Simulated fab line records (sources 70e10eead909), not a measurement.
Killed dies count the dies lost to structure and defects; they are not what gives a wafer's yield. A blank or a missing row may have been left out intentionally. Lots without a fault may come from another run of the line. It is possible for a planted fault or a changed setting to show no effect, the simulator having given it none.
Struck lot and sound lot, side by side    flow nandHarc    15 out of 1302 route steps
Sound: these wafers, L694.3, L694.5, L694.6. Struck: wafers L703.5, L703.6. (L703.4 of the same lot was not struck and is left out.) The cause comes at the end.
At each step with rows: each side's tool, then ch and its chambers, then its first start. Under that, the readings that differ: sound wafers    struck wafers    difference of the means    sigmas: that difference in standard deviations of wafers without a fault.
alike: same words and numbers on both sides, and readings whose means sit less than 2 such deviations apart. not compared: any withheld reading, any reading some wafer has no value for, any bound like >300 that may hide the same value, and any number with overlapping values for which the record gives no deviation.
A row with sigmas, a row that says differs or no value, or rows on one side alone: a step with any of these is where the two part. Non-overlapping numbers with no deviation appear without sigmas and do not part them. A reading that every wafer of one side lacks parts them only if that side has two wafers or more.

NHARC_A_ONON_D2_THK_MEAS_08: measures by ellipsometry.
  sound on filmMetro-01 at day 15 22:46; struck on filmMetro-01 at day 19 21:40
  alike: thkNm
following that, 1 step holds no rows for these wafers, namely NHARC_A_ONON_D2_DEP_09 (target thickness 1000 nm).
NHARC_A_ONON_D2_THK_MEAS_11: measures by ellipsometry.
  sound on filmMetro-02 at day 15 23:20; struck on filmMetro-01 at day 19 22:15
  alike: thkNm
following that, 1 step holds no rows for these wafers, namely NHARC_A_ONON_D2_DEP_12 (target thickness 1000 nm).
NHARC_A_ONON_D2_THK_MEAS_14: measures by ellipsometry.
  sound on filmMetro-01 at day 15 23:54; struck on filmMetro-01 at day 19 22:49
  alike: thkNm
then, 2 steps without rows for these wafers: NHARC_A_ONON_D2_ANNEAL_15 (time 3600 s); NHARC_A_ONON_D2_DEP_16 (target thk 1000 nm).
NHARC_A_ONON_D2_THK_MEAS_18: measures by ellipsometry.
  sound on filmMetro-01 at day 16 07:38; struck on filmMetro-01 at day 20 07:19
  alike: thkNm
following that, 1 step holds no rows for these wafers, namely NHARC_A_ONON_D2_DEP_19 (target thickness 1000 nm).
NHARC_A_ONON_D2_THK_MEAS_21: measures by ellipsometry.
  sound on filmMetro-02 at day 16 08:13; struck on filmMetro-01 at day 20 07:53
  alike: thkNm
following that, 1 step holds no rows for these wafers, namely NHARC_A_ONON_D2_DEP_22 (target thickness 1000 nm).
NHARC_A_ONON_D2_THK_MEAS_24: measures by ellipsometry.
  sound on filmMetro-01 at day 16 08:46; struck on filmMetro-01 at day 20 08:27
  alike: thkNm
NHARC_A_ONON_D2_DEP_25: target thk 1000 nm.
  sound on pecvdOnon-03 ch 0, day 16 08:56; struck on pecvdOnon-02 ch 0, day 20 08:40
  alike: n2oFlowSccm
NHARC_A_ONON_D2_THK_MEAS_27: measures by ellipsometry.
  sound on filmMetro-02 at day 16 09:20; struck on filmMetro-02 at day 20 09:11
reading     sound        struck   difference  sigmas
thkNm (nm)  991 992 993  740 741  -252        -21
  not compared: hold
-- break in the record here, with 12 days between the starts of the struck wafers on either side (left off in module A_ONON_D2, picked up again in module END, where the first step shown is number 1302 on the route) --
NHARC_END_SORT_01:
  sound on prober-02 ch 0, day 28 07:25; struck on prober-02 ch 0, day 32 08:02
reading        sound     struck                                           difference                    sigmas
hold           - - -     awaitDispo/1.7h/release awaitDispo/1.7h/release  no value on the sound wafers  
killedAtArray  76 74 59  670 665                                          +598                          +33
killedAtOther  0 0 0     0 4                                              +2                            +2
killedDies     83 80 65  677 677                                          +601                          +33
  alike: killedAtPeriphery, killedOpen, killedShort

## WHERE THEY PART
At NHARC_A_ONON_D2_THK_MEAS_27 first; at NHARC_END_SORT_01 last (within this record only).

WHY: what had been put in by the simulator
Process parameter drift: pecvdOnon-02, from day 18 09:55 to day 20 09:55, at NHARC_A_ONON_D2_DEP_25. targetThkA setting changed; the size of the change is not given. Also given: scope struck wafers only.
